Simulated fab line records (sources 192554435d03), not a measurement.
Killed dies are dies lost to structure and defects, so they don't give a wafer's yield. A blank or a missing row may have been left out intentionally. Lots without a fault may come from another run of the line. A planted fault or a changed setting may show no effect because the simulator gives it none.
What tool caused it? / flow n5 finfet / 10 lots with 30 wafers sampled at 5 steps, on a route of 1938 steps

WHAT THE GAUGES SHOWED, per wafer
N5_BEOL_M4_RC_MEAS_101. Usual: DIBL_N 36.2 mV/V, standard deviation 1.2; DIBL_P 36.3 mV/V, standard deviation 1.3; IOFF_N 0.155 nA/um, standard deviation 0.019; IOFF_P 0.210 nA/um, standard deviation 0.029; IOFF_P_85C 3.6 nA/um, standard deviation 0.42; IOFF_P_LIN 0.100 nA/um, standard deviation 0.011; ION_N 677 uA/um, standard deviation 8.6; ION_P 465 uA/um, standard deviation 6.8; SS_N 71.4 mV/dec, standard deviation 0.48; SS_P 73.2 mV/dec, standard deviation 0.53; VT_N 249.9 mV, standard deviation 2.4; VT_P -250 mV, standard deviation 3.2; VT_P_LVT -99.0 mV, standard deviation 2.5.
lot=L357; measured=day 7 14:26; on=prober-02; DIBL_N (mV/V)=36.5 36.3 37.5; DIBL_P (mV/V)=36.8 36.4 37.9; IOFF_N (nA/um)=0.157 0.153 0.178; IOFF_P (nA/um)=0.199 0.198 0.220; IOFF_P_85C (nA/um)=3.5 3.5 3.8; IOFF_P_LIN (nA/um)=0.094 0.094 0.101; ION_N (uA/um)=672 673 685; ION_P (uA/um)=464 459 469; SS_N (mV/dec)=71.7 71.1 71.9; SS_P (mV/dec)=72.9 73.6 72.6; VT_N (mV)=250.5 251.6 249.3; VT_P (mV)=-252 -250 -250; VT_P_LVT (mV)=-101.1 -101.4 -99.8; flag=
lot=L359; measured=day 7 20:34; on=prober-02; DIBL_N (mV/V)=35.9 35.5 35.7; DIBL_P (mV/V)=36.3 36.4 36.2; IOFF_N (nA/um)=0.161 0.155 0.155; IOFF_P (nA/um)=0.233 0.227 0.229; IOFF_P_85C (nA/um)=3.9 3.9 3.9; IOFF_P_LIN (nA/um)=0.110 0.106 0.107; ION_N (uA/um)=680 690 681; ION_P (uA/um)=471 476 472; SS_N (mV/dec)=71.5 70.4 70.8; SS_P (mV/dec)=73.6 72.9 73.7; VT_N (mV)=247.7 246.8 246.7; VT_P (mV)=-247 -247 -248; VT_P_LVT (mV)=-95.3 -96.5 -96.6; flag=
lot=L360; measured=day 8 20:08; on=prober-01; DIBL_N (mV/V)=34.5 34.6 34.0; DIBL_P (mV/V)=35.1 34.9 34.1; IOFF_N (nA/um)=0.138 0.140 0.121; IOFF_P (nA/um)=0.196 0.194 0.177; IOFF_P_85C (nA/um)=3.4 3.4 3.1; IOFF_P_LIN (nA/um)=0.096 0.094 0.089; ION_N (uA/um)=682 670 664; ION_P (uA/um)=470 465 456; SS_N (mV/dec)=70.4 70.7 70.3; SS_P (mV/dec)=73.4 72.7 72.9; VT_N (mV)=250.0 251.1 253.0; VT_P (mV)=-249 -251 -254; VT_P_LVT (mV)=-99.8 -100.2 -100.2; flag=
lot=L362; measured=day 9 14:22; on=prober-02; DIBL_N (mV/V)=37.6 37.2 36.1; DIBL_P (mV/V)=37.0 36.6 35.7; IOFF_N (nA/um)=0.164 0.149 0.144; IOFF_P (nA/um)=0.198 0.181 0.183; IOFF_P_85C (nA/um)=3.5 3.2 3.2; IOFF_P_LIN (nA/um)=0.096 0.088 0.090; ION_N (uA/um)=679 673 674; ION_P (uA/um)=458 457 465; SS_N (mV/dec)=71.6 71.4 71.0; SS_P (mV/dec)=73.7 74.1 73.3; VT_N (mV)=248.7 252.1 251.6; VT_P (mV)=-252 -253 -251; VT_P_LVT (mV)=-99.6 -102.0 -100.9; flag=
lot=L363; measured=day 10 00:17; on=prober-02; DIBL_N (mV/V)=35.7 34.8 33.7; DIBL_P (mV/V)=43.6 35.9 41.4; IOFF_N (nA/um)=0.176 0.147 0.128; IOFF_P (nA/um)=0.618 0.219 0.492; IOFF_P_85C (nA/um)=9.0 3.8 7.4; IOFF_P_LIN (nA/um)=0.155 0.105 0.132; ION_N (uA/um)=682 680 681; ION_P (uA/um)=488 474 486; SS_N (mV/dec)=71.8 70.9 70.7; SS_P (mV/dec)=77.8 74.0 77.9; VT_N (mV)=251.2 250.3 250.1; VT_P (mV)=-244 -252 -243; VT_P_LVT (mV)=-91.1 -98.3 -93.4; flag=OFF
lot=L364; measured=day 10 17:09; on=prober-01; DIBL_N (mV/V)=35.4 36.3 34.9; DIBL_P (mV/V)=36.0 36.8 44.6; IOFF_N (nA/um)=0.149 0.161 0.133; IOFF_P (nA/um)=0.187 0.198 0.680; IOFF_P_85C (nA/um)=3.4 3.5 9.9; IOFF_P_LIN (nA/um)=0.091 0.094 0.128; ION_N (uA/um)=678 689 667; ION_P (uA/um)=464 469 483; SS_N (mV/dec)=71.4 71.6 71.3; SS_P (mV/dec)=72.9 73.5 81.0; VT_N (mV)=248.8 249.3 252.8; VT_P (mV)=-254 -252 -248; VT_P_LVT (mV)=-100.8 -101.2 -95.6; flag=OFF
lot=L365; measured=day 10 17:23; on=prober-02; DIBL_N (mV/V)=35.4 36.1 35.5; DIBL_P (mV/V)=42.3 35.5 35.5; IOFF_N (nA/um)=0.155 0.165 0.158; IOFF_P (nA/um)=0.630 0.245 0.257; IOFF_P_85C (nA/um)=9.2 4.2 4.4; IOFF_P_LIN (nA/um)=0.160 0.119 0.123; ION_N (uA/um)=679 683 671; ION_P (uA/um)=492 477 474; SS_N (mV/dec)=71.8 71.8 71.6; SS_P (mV/dec)=78.5 73.4 73.4; VT_N (mV)=247.3 248.0 248.7; VT_P (mV)=-239 -244 -244; VT_P_LVT (mV)=-88.7 -93.7 -93.8; flag=OFF
lot=L368; measured=day 11 13:34; on=prober-01; DIBL_N (mV/V)=35.5 37.7 35.9; DIBL_P (mV/V)=35.8 37.8 35.3; IOFF_N (nA/um)=0.165 0.204 0.152; IOFF_P (nA/um)=0.222 0.267 0.218; IOFF_P_85C (nA/um)=3.8 4.5 3.8; IOFF_P_LIN (nA/um)=0.104 0.119 0.101; ION_N (uA/um)=687 678 678; ION_P (uA/um)=467 470 469; SS_N (mV/dec)=71.0 71.8 71.9; SS_P (mV/dec)=73.1 73.8 73.3; VT_N (mV)=245.4 246.3 252.4; VT_P (mV)=-249 -248 -250; VT_P_LVT (mV)=-98.3 -95.0 -97.2; flag=
lot=L372; measured=day 12 01:39; on=prober-01; DIBL_N (mV/V)=37.0 36.3 36.7; DIBL_P (mV/V)=37.8 37.1 37.1; IOFF_N (nA/um)=0.187 0.175 0.172; IOFF_P (nA/um)=0.269 0.266 0.257; IOFF_P_85C (nA/um)=4.4 4.4 4.3; IOFF_P_LIN (nA/um)=0.121 0.122 0.118; ION_N (uA/um)=680 696 686; ION_P (uA/um)=469 479 478; SS_N (mV/dec)=71.5 71.9 71.8; SS_P (mV/dec)=74.1 73.7 73.1; VT_N (mV)=245.6 247.8 245.8; VT_P (mV)=-244 -247 -246; VT_P_LVT (mV)=-93.8 -94.1 -94.7; flag=
lot=L379; measured=day 14 17:31; on=prober-02; DIBL_N (mV/V)=36.7 36.6 37.7; DIBL_P (mV/V)=36.1 35.9 38.0; IOFF_N (nA/um)=0.170 0.166 0.184; IOFF_P (nA/um)=0.206 0.199 0.240; IOFF_P_85C (nA/um)=3.6 3.5 4.0; IOFF_P_LIN (nA/um)=0.096 0.093 0.109; ION_N (uA/um)=676 676 690; ION_P (uA/um)=466 461 471; SS_N (mV/dec)=71.5 70.6 72.1; SS_P (mV/dec)=73.0 73.5 73.9; VT_N (mV)=247.0 250.3 245.6; VT_P (mV)=-251 -252 -249; VT_P_LVT (mV)=-98.8 -99.0 -96.8; flag=

WHICH TOOL RAN EACH LOT (tool, then ch and the chambers of the sampled wafers, then the start)
lot=L357; N5_SD_EPI_P_SD_RECESS_17=rie si-03 ch 0,1,3, day 3 09:39; N5_BEOL_M4_ANNEAL_80=pvd sputter-01, day 7 09:35; N5_BEOL_M4_ANNEAL_89=pvd sputter-01, day 7 10:55; N5_BEOL_M4_SPUTTER_94=pvd sputter-01, day 7 12:04
lot=L359; N5_SD_EPI_P_SD_RECESS_17=rie si-05 ch 1,2, day 3 18:12; N5_BEOL_M4_ANNEAL_80=pvd sputter-03, day 7 17:52; N5_BEOL_M4_ANNEAL_89=pvd sputter-03, day 7 18:31; N5_BEOL_M4_SPUTTER_94=pvd sputter-03, day 7 19:06
lot=L360; N5_SD_EPI_P_SD_RECESS_17=rie si-05 ch 0,2,3, day 4 02:18; N5_BEOL_M4_ANNEAL_80=pvd sputter-02, day 8 17:07; N5_BEOL_M4_ANNEAL_89=pvd sputter-02, day 8 17:47; N5_BEOL_M4_SPUTTER_94=pvd sputter-02, day 8 18:22
lot=L362; N5_SD_EPI_P_SD_RECESS_17=rie si-05 ch 1,2,3, day 4 14:02; N5_BEOL_M4_ANNEAL_80=pvd sputter-01, day 9 10:05; N5_BEOL_M4_ANNEAL_89=pvd sputter-01, day 9 11:25; N5_BEOL_M4_SPUTTER_94=pvd sputter-01, day 9 12:34
lot=L363; N5_SD_EPI_P_SD_RECESS_17=rie si-05 ch 0,1,2, day 4 21:43; N5_BEOL_M4_ANNEAL_80=pvd sputter-03, day 9 21:33; N5_BEOL_M4_ANNEAL_89=pvd sputter-03, day 9 22:13; N5_BEOL_M4_SPUTTER_94=pvd sputter-03, day 9 22:47
lot=L364; N5_SD_EPI_P_SD_RECESS_17=rie si-05 ch 1,2, day 5 01:41; N5_BEOL_M4_ANNEAL_80=pvd sputter-02, day 10 14:17; N5_BEOL_M4_ANNEAL_89=pvd sputter-02, day 10 14:56; N5_BEOL_M4_SPUTTER_94=pvd sputter-02, day 10 15:31
lot=L365; N5_SD_EPI_P_SD_RECESS_17=rie si-05 ch 1,2,3, day 5 05:31; N5_BEOL_M4_ANNEAL_80=pvd sputter-03, day 10 14:31; N5_BEOL_M4_ANNEAL_89=pvd sputter-03, day 10 15:10; N5_BEOL_M4_SPUTTER_94=pvd sputter-03, day 10 15:45
lot=L368; N5_SD_EPI_P_SD_RECESS_17=rie si-03 ch 0,2,3, day 5 22:39; N5_BEOL_M4_ANNEAL_80=pvd sputter-03, day 11 10:58; N5_BEOL_M4_ANNEAL_89=pvd sputter-03, day 11 11:38; N5_BEOL_M4_SPUTTER_94=pvd sputter-03, day 11 12:13
lot=L372; N5_SD_EPI_P_SD_RECESS_17=rie si-04 ch 1,2, day 7 01:14; N5_BEOL_M4_ANNEAL_80=pvd sputter-02, day 11 22:32; N5_BEOL_M4_ANNEAL_89=pvd sputter-02, day 11 23:12; N5_BEOL_M4_SPUTTER_94=pvd sputter-02, day 11 23:47
lot=L379; N5_SD_EPI_P_SD_RECESS_17=rie si-05 ch 2,3, day 9 01:04; N5_BEOL_M4_ANNEAL_80=pvd sputter-03, day 14 14:32; N5_BEOL_M4_ANNEAL_89=pvd sputter-03, day 14 15:11; N5_BEOL_M4_SPUTTER_94=pvd sputter-03, day 14 15:44
- N5_SD_EPI_P_SD_RECESS_17: chemistry HBr/Cl2/O2, target depth 39.1 nm, bt time 3 s.
- N5_BEOL_M4_ANNEAL_80: time 240 s.
- N5_BEOL_M4_ANNEAL_89: time 240 s.
- N5_BEOL_M4_SPUTTER_94: material Cu, target thk 4.5 nm, time 8.29 s.

AS READ BY THE TOOLS THEMSELVES (means over the sampled wafers that have a number; for cases with no such wafer, the mark the record gives instead)
N5_SD_EPI_P_SD_RECESS_17. Usual: drypump motor current A 5.86 A, standard deviation 0.27; oes product au 1.000 a.u., standard deviation 0.016; throttle valve pct 37.1 %, standard deviation 0.34.
lot=L357; tool=rie si-03; drypump motor current A (A)=5.82; oes product au (a.u.)=0.994; throttle valve pct (%)=36.8; flag=
lot=L359; tool=rie si-05; drypump motor current A (A)=5.67; oes product au (a.u.)=0.989; throttle valve pct (%)=37.4; flag=
lot=L360; tool=rie si-05; drypump motor current A (A)=5.81; oes product au (a.u.)=1.019; throttle valve pct (%)=37.1; flag=
lot=L362; tool=rie si-05; drypump motor current A (A)=5.71; oes product au (a.u.)=0.999; throttle valve pct (%)=37.3; flag=
lot=L363; tool=rie si-05; drypump motor current A (A)=5.80; oes product au (a.u.)=1.014; throttle valve pct (%)=37.2; flag=
lot=L364; tool=rie si-05; drypump motor current A (A)=5.69; oes product au (a.u.)=1.000; throttle valve pct (%)=37.4; flag=
lot=L365; tool=rie si-05; drypump motor current A (A)=5.72; oes product au (a.u.)=0.998; throttle valve pct (%)=37.3; flag=
lot=L368; tool=rie si-03; drypump motor current A (A)=5.94; oes product au (a.u.)=0.997; throttle valve pct (%)=36.7; flag=
lot=L372; tool=rie si-04; drypump motor current A (A)=6.10; oes product au (a.u.)=1.007; throttle valve pct (%)=37.1; flag=
lot=L379; tool=rie si-05; drypump motor current A (A)=5.69; oes product au (a.u.)=1.009; throttle valve pct (%)=37.2; flag=

N5_BEOL_M4_ANNEAL_80. Usual: heater power w reads 807 W (standard deviation 92).
lot=L357; tool=pvd sputter-01; heater power w (W)=769; flag=
lot=L359; tool=pvd sputter-03; heater power w (W)=818; flag=
lot=L360; tool=pvd sputter-02; heater power w (W)=859; flag=
lot=L362; tool=pvd sputter-01; heater power w (W)=765; flag=
lot=L363; tool=pvd sputter-03; heater power w (W)=836; flag=
lot=L364; tool=pvd sputter-02; heater power w (W)=778; flag=
lot=L365; tool=pvd sputter-03; heater power w (W)=871; flag=
lot=L368; tool=pvd sputter-03; heater power w (W)=848; flag=
lot=L372; tool=pvd sputter-02; heater power w (W)=773; flag=
lot=L379; tool=pvd sputter-03; heater power w (W)=852; flag=

N5_BEOL_M4_ANNEAL_89. Usual: heater power w reads 806 W (standard deviation 92).
lot=L357; tool=pvd sputter-01; heater power w (W)=754; flag=
lot=L359; tool=pvd sputter-03; heater power w (W)=825; flag=
lot=L360; tool=pvd sputter-02; heater power w (W)=862; flag=
lot=L362; tool=pvd sputter-01; heater power w (W)=771; flag=
lot=L363; tool=pvd sputter-03; heater power w (W)=826; flag=
lot=L364; tool=pvd sputter-02; heater power w (W)=774; flag=
lot=L365; tool=pvd sputter-03; heater power w (W)=866; flag=
lot=L368; tool=pvd sputter-03; heater power w (W)=832; flag=
lot=L372; tool=pvd sputter-02; heater power w (W)=767; flag=
lot=L379; tool=pvd sputter-03; heater power w (W)=838; flag=

N5_BEOL_M4_SPUTTER_94. Usual: chuck gas flow sccm 1.26 sccm, standard deviation 0.047; throttle valve pct 30.4 %, standard deviation 1.2.
lot=L357; tool=pvd sputter-01; chuck gas flow sccm (sccm)=1.25; throttle valve pct (%)=29.7; flag=
lot=L359; tool=pvd sputter-03; chuck gas flow sccm (sccm)=1.27; throttle valve pct (%)=30.6; flag=
lot=L360; tool=pvd sputter-02; chuck gas flow sccm (sccm)=1.28; throttle valve pct (%)=31.4; flag=
lot=L362; tool=pvd sputter-01; chuck gas flow sccm (sccm)=1.25; throttle valve pct (%)=30.0; flag=
lot=L363; tool=pvd sputter-03; chuck gas flow sccm (sccm)=1.22; throttle valve pct (%)=29.7; flag=
lot=L364; tool=pvd sputter-02; chuck gas flow sccm (sccm)=1.29; throttle valve pct (%)=30.9; flag=
lot=L365; tool=pvd sputter-03; chuck gas flow sccm (sccm)=1.29; throttle valve pct (%)=30.1; flag=
lot=L368; tool=pvd sputter-03; chuck gas flow sccm (sccm)=1.30; throttle valve pct (%)=30.6; flag=
lot=L372; tool=pvd sputter-02; chuck gas flow sccm (sccm)=1.23; throttle valve pct (%)=30.7; flag=
lot=L379; tool=pvd sputter-03; chuck gas flow sccm (sccm)=1.28; throttle valve pct (%)=30.5; flag=

THE ANSWER, worked out from the rows above alone
Rule: take the mean of a lot's wafers that have a number; if it is more than 3 standard deviations from the usual mean, the lot is off. A lot without any number at a reading at which 4 lots or more have one is off too. All remaining lots with rows at the step are treated as sound. The gauges are gone through in route order, then the tools' own readings, and for those a lot's mean is taken as printed above. At the first step where some lot is off, the reading lying furthest off is the one used; lots without a number count as furthest.
Off: L363, L364, L365, at N5_BEOL_M4_RC_MEAS_101 (IOFF_P).
A tool fits if, at a process step before that reading, it ran every lot that is off, and no sound lot after the first of them. The gauges at N5_BEOL_M4_RC_MEAS_101 are tried like those tools. No candidate that was tried fits.

WHAT THE SIMULATOR HAD INSERTED
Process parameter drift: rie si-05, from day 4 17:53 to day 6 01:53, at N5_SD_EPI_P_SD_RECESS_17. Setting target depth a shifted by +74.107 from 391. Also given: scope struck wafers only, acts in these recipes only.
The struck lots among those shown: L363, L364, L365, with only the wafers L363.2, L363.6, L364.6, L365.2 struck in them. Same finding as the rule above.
